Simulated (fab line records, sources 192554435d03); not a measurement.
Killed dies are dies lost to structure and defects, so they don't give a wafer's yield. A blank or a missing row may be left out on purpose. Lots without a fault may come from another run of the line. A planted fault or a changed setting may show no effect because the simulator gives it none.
fab line records | flow n5_finfet
record lots=5 wafers=15 last_day=17
route steps=1938 shown BEOL_M10@1517 BEOL_M11@1536
lots that met no fault: from a run of the same line without faults
start_h: hours from the record's first day to the start of the lot's first wafer shown | wait_h: hours since the lot's step before | " the same as in the row above | L1.1+2: a row that stands for several wafers | - no value, or no start given | * or withheld: withheld | < > ~ a bound
route shown NAME@n: a module of which the file shows steps, and the number in the route of the first | usual: mean/standard deviation of fault-free wafers | same: alike in all rows | chamber/n: place in a boat | sites: the reading at each site | _std_site: their standard deviation | _edge_site: outer sites' mean less inner sites' | radius_mm: how far each site lies from the wafer's centre | mask NAME#n: copy n | behind: the tool/chamber that last shaped the wafer | hold: why the lot was held/for how many hours/how that ended | device: the transistor (n, p or np) that didn't switch | end of line: the same wafers' tests at the end of the route | a step without rows: its recipe alone | killed: dies lost to structure and defects at the first sort, not the wafer's yield | map: a wafer's dies, x killed, . not, _ none there
set.NAME: the setting as run; set.NAME@STEP: as run at that earlier step | model.NAME: the simulator's own value behind a step, which no gauge read
lots at some steps of the route; a table a step, a row a wafer
services: from which hour (start_h, from the record's first day; less than 0 if before it) a tool's chamber was out of use, for how many hours, and why
## steps
# step N5_BEOL_M10_SRD_40
# recipe time_s=30 temp_c=23 rinse_liquid=diw dry=ipa_marangoni
# columns lot.wafer tool chamber start_h wait_h
L083.1+2+6 wet_bench-03 6,1,2 265.38 0.0
L085.2+3+6 wet_bench-03 6,5,0 293.65 0.0
L095.1+4+6 wet_bench-02 0,2,1 341.86 0.0
L097.1+2+5 wet_bench-06 2,7,4 351.59 0.0
L096.4+5+6 wet_bench-02 6,5,4 354.03 0.0
# step N5_BEOL_M10_PRECLEAN_42
# recipe chemistry=residue_remover time_s=60 temp_c=40
# columns lot.wafer tool chamber start_h wait_h
L083.1+2+6 wet_bench-03 6,1,2 265.40 0.0
L085.2+3+6 wet_bench-03 6,5,0 293.67 0.0
L095.1+4+6 wet_bench-02 0,2,1 341.88 0.0
L097.1+2+5 wet_bench-06 2,7,4 351.60 0.0
L096.4+5+6 wet_bench-02 6,5,4 354.05 0.0
# step N5_BEOL_M10_SRD_43
# recipe time_s=30 temp_c=23 rinse_liquid=diw dry=ipa_marangoni
# columns lot.wafer tool chamber start_h wait_h
L083.1+2+6 wet_bench-03 6,1,2 265.41 0.0
L085.2+3+6 wet_bench-03 6,5,0 293.68 0.0
L095.1+4+6 wet_bench-02 0,2,1 341.90 0.0
L097.1+2+5 wet_bench-06 2,7,4 351.62 0.0
L096.4+5+6 wet_bench-02 6,5,4 354.07 0.0
# step N5_BEOL_M10_CD_MEAS_35
# recipe target_cd_nm=70 polarity=opening
# usual cd_nm=70.1/0.62
# columns lot.wafer tool chamber start_h wait_h cd_nm
L083.1 cd_sem-02 - 265.45 0.0 68.7
L083.2 " - " " 70.0
L083.6 " - " " 70.2
L085.2 cd_sem-01 - 293.73 0.0 70.1
L085.3 " - " " 70.3
L085.6 " - " " 70.6
L095.1 cd_sem-02 - 341.94 0.0 70.2
L095.4 " - " " 70.3
L095.6 " - " " 69.8
L097.1 cd_sem-03 - 351.66 0.0 70.2
L097.2 " - " " 69.4
L097.5 " - " " 70.8
L096.4 cd_sem-01 - 354.11 0.0 70.8
L096.5 " - " " 70.5
L096.6 " - " " 69.6
# step N5_BEOL_M10_CURE_72
# recipe temp_c=370 time_s=120 ambient=DMADMS/He material=SiCOH_lowk
# usual lamp_power_pct=52.32/0.056 wafer_temp_C_max=371.9/0.54
# columns lot.wafer tool chamber start_h wait_h lamp_power_pct wafer_temp_C_max
L083.1 uv_cure-02 0 265.52 0.1 52.24 371.6
L083.2 " 0 " " 52.37 371.3
L083.6 " 0 " " 52.40 372.1
L085.2 uv_cure-03 0 293.88 0.2 52.33 371.8
L085.3 " 0 " " 52.32 372.3
L085.6 " 0 " " 52.28 371.7
L095.1 uv_cure-02 1 341.98 0.0 52.27 373.0
L095.4 " 1 " " 52.31 372.5
L095.6 " 1 " " 52.43 373.0
L097.1 uv_cure-01 2 351.70 0.0 52.36 371.6
L097.2 " 2 " " 52.37 372.6
L097.5 " 2 " " 52.31 371.4
L096.4 uv_cure-02 1 354.45 0.3 52.34 372.1
L096.5 " 1 " " 52.45 372.0
L096.6 " 1 " " 52.32 372.8
# step N5_BEOL_M10_DEGAS_44
# recipe ambient=vacuum temp_c=250 time_s=60
# usual heater_power_w=321/33
# columns lot.wafer tool chamber start_h wait_h heater_power_w
L083.1 pvd_sputter-03 - 265.85 0.3 353
L083.2 " - " " 327
L083.6 " - " " 342
L085.2 pvd_sputter-03 - 294.21 0.3 354
L085.3 " - " " 324
L085.6 " - " " 292
L095.1 pvd_sputter-03 - 342.48 0.5 325
L095.4 " - " " 253
L095.6 " - " " 336
L097.1 pvd_sputter-02 - 352.54 0.7 313
L097.2 " - " " 303
L097.5 " - " " 323
L096.4 pvd_sputter-01 - 355.97 1.4 373
L096.5 " - " " 310
L096.6 " - " " 371
# step N5_BEOL_M10_PRE_CLEAN_45
# recipe gas=H2/He time_s=30 temp_c=250
# usual heater_power_w=322/32
# columns lot.wafer tool chamber start_h wait_h heater_power_w
L083.1 pvd_sputter-03 - 265.89 0.0 354
L083.2 " - " " 321
L083.6 " - " " 353
L085.2 pvd_sputter-03 - 294.25 0.0 349
L085.3 " - " " 325
L085.6 " - " " 304
L095.1 pvd_sputter-03 - 342.52 0.0 324
L095.4 " - " " 256
L095.6 " - " " 322
L097.1 pvd_sputter-02 - 352.58 0.0 333
L097.2 " - " " 305
L097.5 " - " " 328
L096.4 pvd_sputter-01 - 356.01 0.0 360
L096.5 " - " " 308
L096.6 " - " " 378
# step N5_BEOL_M10_ALD_74
# recipe material=TaN target_thk_a=20 temp_c=275 ald_precursor_family=PDMAT ald_co_reactant=NH3 pressure_torr=3 carrier_flow_sccm=1500 pulse_time_s=2 purge_time_s=3 co_reactant_purge_time_s=2 co_reactant_pulse_time_s=3 ald_cycles=40 precursor_vessel_temp_c=75 precursor_vessel_pressure_torr=26.25 precursor_vessel_carrier_sccm=1000
# usual heater_power_w=418/42
# columns lot.wafer tool chamber start_h wait_h heater_power_w
L083.1 ald_metal-01 3 265.95 0.0 371
L083.2 " 2 " " 401
L083.6 " 2 " " 401
L085.2 ald_metal-04 0 294.36 0.1 426
L085.3 " 3 " " 366
L085.6 " 2 " " 463
L095.1 ald_metal-04 2 342.58 0.0 440
L095.4 " 3 " " 376
L095.6 " 3 " " 381
L097.1 ald_metal-01 0 352.66 0.1 415
L097.2 " 1 " " 495
L097.5 " 1 " " 510
L096.4 ald_metal-01 1 356.07 0.0 501
L096.5 " 0 " " 419
L096.6 " 3 " " 373
# step N5_BEOL_M10_SURFACE_TREAT_76
# recipe gas=Ar time_s=* ion_energy_ev=* ion_current_ma_cm2=0.5 pressure_mtorr=* ar_flow_sccm=30
# usual pressure_mtorr=* throttle_valve_pct=*
# columns lot.wafer tool chamber start_h wait_h pressure_mtorr throttle_valve_pct
L083.1 pvd_sputter-02 - 266.51 0.4 * *
L083.2 " - " " * *
L083.6 " - " " * *
L085.2 pvd_sputter-02 - 294.69 0.2 * *
L085.3 " - " " * *
L085.6 " - " " * *
L095.1 pvd_sputter-01 - 342.87 0.2 * *
L095.4 " - " " * *
L095.6 " - " " * *
L097.1 pvd_sputter-01 - 352.96 0.2 * *
L097.2 " - " " * *
L097.5 " - " " * *
L096.4 pvd_sputter-02 - 356.40 0.2 * *
L096.5 " - " " * *
L096.6 " - " " * *
# step N5_BEOL_M10_CVD_75
# recipe material=Co target_thk_a=20 temp_c=withheld precursor=CCTBA/H2 pressure_torr=30 time_s=138.9
# columns lot.wafer tool chamber start_h wait_h
L083.1+2+6 cvd_co-02 2,1,2 266.58 0.1
L085.2+3+6 cvd_co-02 0,2,1 294.77 0.1
L095.1+4+6 cvd_co-02 0 342.94 0.0
L097.1+2+5 cvd_co-02 0,2,0 353.02 0.0
L096.4+5+6 cvd_co-02 0,2,1 356.56 0.1
# step N5_BEOL_M10_SPUTTER_48
# recipe material=Cu target_thk_a=120 temp_c=-20 bias_v=60 power_w=26000 chamber_pressure_pa=0.13 time_s=2
# usual throttle_valve_pct=29.9/0.89
# columns lot.wafer tool chamber start_h wait_h throttle_valve_pct
L083.1 pvd_sputter-02 - 266.71 0.1 31.2
L083.2 " - " " 29.0
L083.6 " - " " 28.9
L085.2 pvd_sputter-02 - 294.95 0.1 31.3
L085.3 " - " " 30.0
L085.6 " - " " 30.1
L095.1 pvd_sputter-01 - 343.11 0.1 30.8
L095.4 " - " " 28.3
L095.6 " - " " 31.1
L097.1 pvd_sputter-02 - 353.20 0.1 28.7
L097.2 " - " " 30.0
L097.5 " - " " 28.6
L096.4 pvd_sputter-01 - 356.63 0.0 30.6
L096.5 " - " " 27.9
L096.6 " - " " 30.1
# step N5_BEOL_M10_ECD_50
# recipe material=Cu target_thk_a=3180
# columns lot.wafer tool chamber start_h wait_h
L083.1+2+6 ecd_cu-01 1,0,0 266.82 0.1
L085.2+3+6 ecd_cu-01 1 295.07 0.1
L095.1+4+6 ecd_cu-01 1,0,1 343.23 0.1
L097.1+2+5 ecd_cu-02 0,1,0 353.32 0.1
L096.4+5+6 ecd_cu-01 0,0,1 356.78 0.1
# step N5_BEOL_M10_ANNEAL_51
# recipe temp_c=225 time_s=90 ambient=N2
# usual wafer_temp_C_max=226.2/0.57
# columns lot.wafer tool chamber start_h wait_h wafer_temp_C_max
L083.1 rtp_anneal-01 0 267.24 0.4 226.7
L083.2 " 0 " " 226.7
L083.6 " 0 " " 226.7
L085.2 rtp_anneal-02 0 295.22 0.1 225.7
L085.3 " 0 " " 226.0
L085.6 " 0 " " 226.0
L095.1 rtp_anneal-02 0 343.34 0.1 226.1
L095.4 " 0 " " 225.7
L095.6 " 0 " " 225.7
L097.1 rtp_anneal-01 0 353.43 0.1 226.1
L097.2 " 0 " " 226.7
L097.5 " 0 " " 226.6
L096.4 rtp_anneal-01 0 356.99 0.2 226.3
L096.5 " 0 " " 226.7
L096.6 " 0 " " 226.4
# step N5_BEOL_M10_CMP_52
# recipe stop_on=SiCOH_lowk t_overpolish_s=7 down_force_psi=1 platen_rpm=50 clearing_platen_down_force_psi=1.5 clearing_platen_rpm=50 post_cmp_clean=cu_alkaline target_thk_nm=140 clearing_platen_pad_velocity_m_s=0.99484 pad_velocity_m_s=0.99484
# usual barrier_field_endpoint_s=29.0/0.83 motor_current_A=5.9/0.52 overpolish_run_s=7.000/0.0093 time_to_endpoint_s=67/4.2
# same t_overpolish_s=7
# columns lot.wafer tool chamber start_h wait_h barrier_field_endpoint_s motor_current_A overpolish_run_s time_to_endpoint_s
L083.2 cmp-01 1 267.90 0.5 28.7 5.0 7.005 67
L083.1 " 2 " " 28.5 5.4 6.994 67
L083.6 " 3 " " 28.5 5.9 7.005 65
L085.2 cmp-02 1 295.49 0.2 29.2 6.5 6.984 69
L085.3 " 2 " " 28.3 6.6 7.005 62
L085.6 " 1 " " 29.2 6.4 6.993 68
L095.1 cmp-01 0 343.64 0.3 27.8 5.2 6.996 68
L095.4 " 3 " " 28.6 5.8 6.995 66
L095.6 " 1 " " 29.3 5.1 6.990 70
L097.2 cmp-02 2 353.77 0.2 29.4 6.3 6.995 70
L097.1 " 0 " " 29.5 6.2 7.001 71
L097.5 " 1 " " 29.9 6.8 7.011 74
L096.4 cmp-03 3 357.27 0.2 29.2 5.4 7.006 61
L096.6 " 0 " " 28.9 6.0 7.002 61
L096.5 " 1 " " 28.7 6.0 7.001 62
# step N5_BEOL_M10_THK_MEAS_53
# recipe thk_meas_gauge=xrf reads=Cu_of_BEOL_M10_ECD_50
# usual M10_THK=141.5/2.8
# columns lot.wafer tool chamber start_h wait_h M10_THK[nm]
L083.1 film_metro-02 - 268.12 - 141.1
L083.2 " - " " 144.0
L083.6 " - " " 139.7
L085.2 film_metro-01 - 295.79 - 141.2
L085.3 " - " " 143.9
L085.6 " - " " 143.2
L095.1 film_metro-02 - 343.93 - 141.5
L095.4 " - " " 140.1
L095.6 " - " " 142.6
L097.1 film_metro-02 - 354.02 - 143.2
L097.2 " - " " 141.3
L097.5 " - " " 138.8
L096.4 film_metro-01 - 357.45 - 141.0
L096.5 " - " " 140.9
L096.6 " - " " 137.4
# step N5_BEOL_M10_PRE_CLEAN_55
# recipe gas=NH3 time_s=15 temp_c=withheld rf_power_w=300
# columns lot.wafer tool chamber start_h wait_h
L083.1+2+6 pecvd-01 2,1,1 268.15 0.0
L085.2+3+6 pecvd-01 0,2,2 295.82 0.0
L095.1+4+6 pecvd-01 0 343.97 0.0
L097.1+2+5 pecvd-04 0,1,0 354.06 0.0
L096.4+5+6 pecvd-01 0,2,1 357.50 0.0
# step N5_BEOL_M10_DEP_56
# recipe material=SiCN target_thk_a=150 temp_c=withheld precursor=3MS/NH3 pressure_torr=3 rf_w=202 time_s=26.5
# usual showerhead_plenum_p_Torr=3.663/0.014 throttle_valve_pct=9.1/0.47
# columns lot.wafer tool chamber start_h wait_h showerhead_plenum_p_Torr throttle_valve_pct
L083.1 pecvd-01 2 268.18 0.0 3.670 8.9
L083.2 " 1 " " 3.672 9.0
L083.6 " 1 " " 3.673 9.1
L085.2 pecvd-01 0 295.85 0.0 3.657 8.6
L085.3 " 2 " " 3.676 8.8
L085.6 " 2 " " 3.663 8.8
L095.1 pecvd-01 0 344.01 0.0 3.647 9.1
L095.4 " 0 " " 3.657 8.6
L095.6 " 0 " " 3.659 8.9
L097.1 pecvd-04 0 354.08 0.0 3.651 9.9
L097.2 " 1 " " 3.659 9.2
L097.5 " 0 " " 3.653 10.0
L096.4 pecvd-01 0 357.53 0.0 3.653 9.0
L096.5 " 2 " " 3.664 8.8
L096.6 " 1 " " 3.666 9.0
# step N5_BEOL_M10_RS_MEAS_57
# recipe thk_meas_gauge=four-point-probe reads=Cu_of_BEOL_M10_ECD_50+Co_of_BEOL_M10_CVD_75+TaN_of_BEOL_M10_ALD_74
# usual M10_RS=0.150/0.0031
# columns lot.wafer tool chamber start_h wait_h M10_RS[ohm/sq]
L083.1 film_metro-02 - 268.25 0.1 0.153
L083.2 " - " " 0.148
L083.6 " - " " 0.153
L085.2 film_metro-01 - 295.92 0.1 0.150
L085.3 " - " " 0.147
L085.6 " - " " 0.148
L095.1 film_metro-01 - 344.10 0.1 0.150
L095.4 " - " " 0.151
L095.6 " - " " 0.149
L097.1 film_metro-01 - 354.16 0.1 0.148
L097.2 " - " " 0.150
L097.5 " - " " 0.153
L096.4 film_metro-01 - 357.59 0.0 0.150
L096.5 " - " " 0.150
L096.6 " - " " 0.154
# step N5_BEOL_M10_INSPECT_58
# recipe inspect_instrument=darkfield mode=post_dep
# usual raw_defect_count=80/27
# columns lot.wafer tool chamber start_h wait_h raw_defect_count
L083.1 defect_inspect-01 - 268.28 0.0 100
L083.2 " - " " 99
L083.6 " - " " 72
L085.2 defect_inspect-01 - 295.95 0.0 116
L085.3 " - " " 132
L085.6 " - " " 126
L095.1 defect_inspect-02 - 344.13 0.0 62
L095.4 " - " " 74
L095.6 " - " " 101
L097.1 defect_inspect-02 - 354.18 0.0 73
L097.2 " - " " 129
L097.5 " - " " 73
L096.4 defect_inspect-02 - 357.61 0.0 70
L096.5 " - " " 92
L096.6 " - " " 109
# step N5_BEOL_M11_ILD_DEP_00
# recipe material=SiCOH_lowk target_thk_a=3085.1 temp_c=300 precursor=DEMS/porogen pressure_torr=5 rf_w=500 time_s=58
# usual heater_power_w=324/32 showerhead_plenum_p_Torr=5.731/0.016 throttle_valve_pct=13.8/0.83
# columns lot.wafer tool chamber start_h wait_h heater_power_w showerhead_plenum_p_Torr throttle_valve_pct
L083.1 pecvd-04 2 268.31 0.0 312 5.725 12.6
L083.2 " 0 " " 296 5.722 15.2
L083.6 " 2 " " 311 5.737 12.4
L085.2 pecvd-02 2 295.99 0.0 296 5.725 12.4
L085.3 " 0 " " 344 5.730 13.3
L085.6 " 1 " " 376 5.718 14.5
L095.1 pecvd-03 1 344.16 0.0 305 5.765 14.6
L095.4 " 1 " " 323 5.747 14.7
L095.6 " 0 " " 380 5.777 13.5
L097.1 pecvd-04 1 354.22 0.0 302 5.735 14.0
L097.2 " 0 " " 314 5.706 15.5
L097.5 " 2 " " 317 5.734 12.8
L096.4 pecvd-02 1 357.68 0.1 357 5.715 14.2
L096.5 " 1 " " 372 5.728 14.7
L096.6 " 2 " " 259 5.723 12.8
# step N5_BEOL_M11_CURE_71
# recipe temp_c=385 time_s=240 ambient=He/Ar material=SiCOH_lowk
# usual lamp_power_pct=52.32/0.052 wafer_temp_C_max=386.9/0.61
# columns lot.wafer tool chamber start_h wait_h lamp_power_pct wafer_temp_C_max
L083.1 uv_cure-01 1 268.46 0.1 52.30 387.4
L083.2 " 1 " " 52.34 387.6
L083.6 " 1 " " 52.29 387.4
L085.2 uv_cure-03 0 296.14 0.1 52.19 386.6
L085.3 " 0 " " 52.20 386.2
L085.6 " 0 " " 52.24 387.2
L095.1 uv_cure-02 2 344.24 0.0 52.38 387.0
L095.4 " 2 " " 52.23 387.4
L095.6 " 2 " " 52.31 387.5
L097.1 uv_cure-03 0 354.30 0.0 52.30 386.3
L097.2 " 0 " " 52.27 386.7
L097.5 " 0 " " 52.32 386.0
L096.4 uv_cure-02 0 358.23 0.5 52.29 387.0
L096.5 " 0 " " 52.34 386.8
L096.6 " 0 " " 52.27 386.9
# step N5_BEOL_M11_THK_MEAS_01
# recipe reads=SiCOH_lowk_of_BEOL_M11_ILD_DEP_00
# usual M11_ILD_THK=267/4.1
# columns lot.wafer tool chamber start_h wait_h M11_ILD_THK[nm]
L083.1 film_metro-02 - 268.97 0.4 265
L083.2 " - " " 262
L083.6 " - " " 266
L085.2 film_metro-02 - 296.58 0.4 264
L085.3 " - " " 263
L085.6 " - " " 265
L095.1 film_metro-01 - 344.75 0.4 266
L095.4 " - " " 266
L095.6 " - " " 274
L097.1 film_metro-01 - 354.82 0.4 264
L097.2 " - " " 268
L097.5 " - " " 274
L096.4 film_metro-01 - 358.75 0.4 271
L096.5 " - " " 273
L096.6 " - " " 273
# step N5_BEOL_M11_PECVD_70
# recipe material=SiO2 target_thk_a=200 temp_c=400 precursor=TEOS/O2 pressure_torr=5.5 rf_w=450 teos_flow_sccm=53.8 gas=O2 flow_sccm=3000 time_s=22.7
# usual heater_power_w=738/61 showerhead_plenum_p_Torr=8.75/0.063 throttle_valve_pct=22.3/1.3
# columns lot.wafer tool chamber start_h wait_h heater_power_w showerhead_plenum_p_Torr throttle_valve_pct
L083.1 pecvd-02 1 269.01 0.0 800 8.74 23.3
L083.2 " 0 " " 787 8.79 21.2
L083.6 " 1 " " 782 8.73 23.3
L085.2 pecvd-03 1 296.61 0.0 753 8.84 23.6
L085.3 " 2 " " 694 8.68 22.6
L085.6 " 2 " " 661 8.66 22.4
L095.1 pecvd-04 1 344.79 0.0 647 8.74 22.1
L095.4 " 1 " " 679 8.75 22.5
L095.6 " 2 " " 745 8.75 20.4
L097.1 pecvd-02 2 354.86 0.0 751 8.71 20.5
L097.2 " 1 " " 716 8.73 23.2
L097.5 " 2 " " 731 8.69 20.6
L096.4 pecvd-03 2 359.01 0.3 667 8.67 22.6
L096.5 " 0 " " 794 8.90 21.8
L096.6 " 1 " " 771 8.85 23.6
# step N5_BEOL_M11_HM_DEP_02
# recipe material=TiN target_thk_a=200 temp_c=25 chamber_pressure_pa=0.49996
# usual throttle_valve_pct=29.8/0.98
# columns lot.wafer tool chamber start_h wait_h throttle_valve_pct
L083.1 pvd_sputter-03 - 269.06 0.0 30.2
L083.2 " - " " 29.1
L083.6 " - " " 30.1
L085.2 pvd_sputter-03 - 296.83 0.2 30.0
L085.3 " - " " 30.1
L085.6 " - " " 30.1
L095.1 pvd_sputter-01 - 345.66 0.9 29.7
L095.4 " - " " 30.9
L095.6 " - " " 28.0
L097.1 pvd_sputter-02 - 356.20 1.3 28.8
L097.2 " - " " 31.3
L097.5 " - " " 31.3
L096.4 pvd_sputter-02 - 359.54 0.5 28.6
L096.5 " - " " 28.7
L096.6 " - " " 31.1
# step N5_BEOL_M11_COAT_59
# recipe resist=SOC temp_c=250 time_s=60 spin_rpm=1500 resist_thk_nm=100
# columns lot.wafer tool chamber start_h wait_h
L083.1+2+6 litho_track-04 0 269.19 0.1
L085.2+3+6 litho_track-05 0 296.96 0.1
L095.1+4+6 litho_track-05 0 345.79 0.1
L097.1+2+5 litho_track-04 0 356.32 0.1
L096.4+5+6 litho_track-05 0 359.67 0.1
# step N5_BEOL_M11_COAT_60
# recipe resist=SiARC temp_c=220 time_s=60 spin_rpm=1500 resist_thk_nm=30
# columns lot.wafer tool chamber start_h wait_h
L083.1+2+6 litho_track-04 0 - -
L085.2+3+6 litho_track-05 0 - -
L095.1+4+6 litho_track-05 0 - -
L097.1+2+5 litho_track-04 0 - -
L096.4+5+6 litho_track-05 0 - -
# step N5_BEOL_M11_COAT_05
# recipe resist=CAR-ArF spin_rpm=1500 resist_thk_nm=90
# columns lot.wafer tool chamber start_h wait_h
L083.1+2+6 litho_track-04 0 - -
L085.2+3+6 litho_track-05 0 - -
L095.1+4+6 litho_track-05 0 - -
L097.1+2+5 litho_track-04 0 - -
L096.4+5+6 litho_track-05 0 - -
# step N5_BEOL_M11_EBR_07
# recipe solvent=PGMEA ebr_width_mm=1.5
# columns lot.wafer tool chamber start_h wait_h
L083.1+2+6 litho_track-04 0 - -
L085.2+3+6 litho_track-05 0 - -
L095.1+4+6 litho_track-05 0 - -
L097.1+2+5 litho_track-04 0 - -
L096.4+5+6 litho_track-05 0 - -
# step N5_BEOL_M11_SOFTBAKE_06
# recipe temp_c=110 time_s=60 resist=CAR-ArF
# columns lot.wafer tool chamber start_h wait_h
L083.1+2+6 litho_track-04 0 - -
L085.2+3+6 litho_track-05 0 - -
L095.1+4+6 litho_track-05 0 - -
L097.1+2+5 litho_track-04 0 - -
L096.4+5+6 litho_track-05 0 - -
# step N5_BEOL_M11_EXPOSE_08
# recipe mask_id=M11 na=1.35 source_shape=dipole sigma_inner=0.411 sigma_outer=0.611 polarization=te dose_mj=53.75
# usual reticle_temp_C=22.99/0.1 stage_vel_mm_s=500.05/0.25
# columns lot.wafer tool chamber start_h wait_h mask reticle_temp_C stage_vel_mm_s
L083.1 arfi_scanner-03 0 269.43 - M11#0 22.85 500.31
L083.2 " 0 " " M11#0 22.93 500.13
L083.6 " 0 " " M11#0 22.88 500.30
L085.2 arfi_scanner-02 0 297.21 - M11#0 23.01 499.82
L085.3 " 0 " " M11#0 22.96 499.69
L085.6 " 0 " " M11#0 23.03 499.72
L095.1 arfi_scanner-01 0 346.03 - M11#0 23.02 499.99
L095.4 " 0 " " M11#0 23.03 499.85
L095.6 " 0 " " M11#0 23.11 499.60
L097.1 arfi_scanner-01 0 356.44 - M11#0 23.10 499.81
L097.2 " 0 " " M11#0 23.00 499.83
L097.5 " 0 " " M11#0 23.14 499.65
L096.4 arfi_scanner-02 0 359.93 - M11#0 23.04 500.04
L096.5 " 0 " " M11#0 23.21 500.07
L096.6 " 0 " " M11#0 23.06 500.42
# step N5_BEOL_M11_PEB_09
# recipe peb_temp_c=withheld peb_time_s=60 resist=CAR-ArF
# columns lot.wafer tool chamber start_h wait_h
L083.1+2+6 litho_track-05 0 269.49 0.1
L085.2+3+6 litho_track-02 0 297.27 0.0
L095.1+4+6 litho_track-05 0 346.09 0.1
L097.1+2+5 litho_track-05 0 356.50 0.1
L096.4+5+6 litho_track-04 0 359.97 0.0
# step N5_BEOL_M11_DEVELOP_10
# recipe develop_time_s=30 developer=TMAH resist=CAR-ArF rinse_liquid=diw dry=air_spin dev_temp_c=23
# usual developer_temp_C=22.98/0.1
# columns lot.wafer tool chamber start_h wait_h developer_temp_C
L083.1 litho_track-05 0 - - 23.02
L083.2 " 0 " " 23.01
L083.6 " 0 " " 22.93
L085.2 litho_track-02 0 - - 22.96
L085.3 " 0 " " 23.07
L085.6 " 0 " " 22.98
L095.1 litho_track-05 0 - - 22.89
L095.4 " 0 " " 22.89
L095.6 " 0 " " 22.84
L097.1 litho_track-05 0 - - 23.01
L097.2 " 0 " " 22.82
L097.5 " 0 " " 22.99
L096.4 litho_track-04 0 - - 22.87
L096.5 " 0 " " 22.97
L096.6 " 0 " " 22.96
# step N5_BEOL_M11_CD_MEAS_11
# recipe target_cd_nm=64.1 landing_energy_ev=500 detector=se_inlens polarity=opening
# usual cd_nm=64.0/0.56
# columns lot.wafer tool chamber start_h wait_h cd_nm
L083.1 cd_sem-01 0 269.56 - 63.4
L083.2 " 0 " " 62.9
L083.6 " 0 " " 63.6
L085.2 cd_sem-01 0 297.33 - 64.6
L085.3 " 0 " " 65.6
L085.6 " 0 " " 63.6
L095.1 cd_sem-01 0 346.16 - 64.3
L095.4 " 0 " " 64.7
L095.6 " 0 " " 65.1
L097.1 cd_sem-02 0 356.57 - 65.0
L097.2 " 0 " " 64.1
L097.5 " 0 " " 64.7
L096.4 cd_sem-03 0 360.04 - 63.3
L096.5 " 0 " " 63.7
L096.6 " 0 " " 63.5
# step N5_BEOL_M11_OVL_MEAS_12
# recipe points_per_wafer=44
# usual M11_OVL=-0.1/0.85
# same points_per_wafer=44
# columns lot.wafer tool chamber start_h wait_h M11_OVL[nm]
L083.1 overlay-02 0 269.59 0.0 0.6
L083.2 " 0 " " 0.6
L083.6 " 0 " " 0.7
L085.2 overlay-02 0 297.36 0.0 -0.6
L085.3 " 0 " " 1.1
L085.6 " 0 " " -0.1
L095.1 overlay-01 0 346.19 0.0 -0.7
L095.4 " 0 " " 0.9
L095.6 " 0 " " 0.0
L097.1 overlay-02 0 356.60 0.0 -0.4
L097.2 " 0 " " 0.1
L097.5 " 0 " " 0.9
L096.4 overlay-01 0 360.12 0.1 0.6
L096.5 " 0 " " 0.1
L096.6 " 0 " " 1.1
# step N5_BEOL_M11_INSPECT_13
# recipe mode=adi inspect_instrument=brightfield
# usual raw_defect_count=460/130
# columns lot.wafer tool chamber start_h wait_h raw_defect_count
L083.1 defect_inspect-02 - 269.61 0.0 811
L083.2 " - " " 572
L083.6 " - " " 554
L085.2 defect_inspect-01 - 297.39 0.0 653
L085.3 " - " " 461
L085.6 " - " " 538
L095.1 defect_inspect-01 - 346.21 0.0 393
L095.4 " - " " 563
L095.6 " - " " 471
L097.1 defect_inspect-01 - 356.62 0.0 447
L097.2 " - " " 477
L097.5 " - " " 580
L096.4 defect_inspect-02 - 360.14 0.0 424
L096.5 " - " " 518
L096.6 " - " " 643
# step N5_BEOL_M11_DESCUM_16
# recipe chemistry=O2 time_s=7.9 source_power_w=50 bias_power_w=20 pressure_mtorr=20 rf_frequency_hz=2.712e+07 temp_c=40 resist=CAR-ArF o2_flow_sccm=225
# usual drypump_motor_current_A=5.75/0.3 oes_product_au=0.75/0.072 rf_vpp_V=243.2/1.5 showerhead_plenum_p_Torr=2.09/0.077 throttle_valve_pct=20.49/0.23
# columns lot.wafer tool chamber start_h wait_h drypump_motor_current_A oes_product_au rf_hours_counter_h rf_vpp_V showerhead_plenum_p_Torr throttle_valve_pct
L083.1 rie_diel-06 3 269.65 0.0 5.81 0.86 64 242.7 2.13 20.72
L083.2 " 1 " " 5.92 0.70 198 244.7 2.18 20.67
L083.6 " 2 " " 5.51 0.68 - 242.8 2.07 20.49
L085.2 rie_diel-03 3 297.42 0.0 5.24 0.71 219 243.5 2.06 20.49
L085.3 " 1 " " 6.22 0.67 231 241.2 1.99 20.71
L085.6 " 3 " " 5.24 0.71 - 243.4 2.06 20.49
L095.1 rie_diel-03 3 346.25 0.0 5.22 0.70 233 241.7 2.05 20.52
L095.4 " 2 " " 5.53 0.83 - 243.9 2.23 20.42
L095.6 " 1 " " 6.22 0.67 - 241.2 1.98 20.72
L097.1 rie_diel-05 2 357.00 0.4 5.57 0.80 96 243.6 2.10 20.26
L097.2 " 3 " " 6.14 0.84 67 246.5 2.20 20.59
L097.5 " 0 " " 5.84 0.72 - 241.6 1.99 20.77
L096.4 rie_diel-03 0 360.51 0.4 5.38 0.97 - 241.4 2.04 20.04
L096.5 " 2 " " 5.52 0.83 - 245.0 2.23 20.44
L096.6 " 3 " " 5.25 0.70 - 243.6 2.05 20.53
## services
# columns tool chamber start_h hours kind
cmp-02 - 243.49 2.6 repair
arfi_scanner-01 - 246.52 1.3 pm
wet_bench-02 - 246.84 1.2 repair
pecvd-03 - 254.60 0.9 repair
pecvd-04 1 258.07 2.8 repair
uv_cure-03 - 269.52 7.5 pm
pecvd-04 - 277.54 5.4 repair
uv_cure-02 - 296.95 4.5 pm
cvd_co-02 - 300.71 1.5 repair
wet_bench-02 - 304.33 4.6 repair
pecvd-03 1 308.67 4.0 repair
ald_metal-01 - 310.19 1.3 repair
wet_bench-03 - 314.00 1.5 repair
pecvd-02 - 317.75 2.8 pm
pecvd-03 - 321.24 0.5 repair
cvd_co-02 1 331.18 23.5 repair
rie_diel-03 2 331.22 2.2 repair
pecvd-01 0 334.50 3.8 repair
uv_cure-02 - 345.33 0.3 repair
pecvd-02 0 345.35 15.8 repair
wet_bench-02 - 348.82 1.4 repair
pecvd-04 - 357.99 6.0 pm
pecvd-02 - 358.11 0.8 pm
uv_cure-03 - 358.37 0.4 repair
## key
fault none
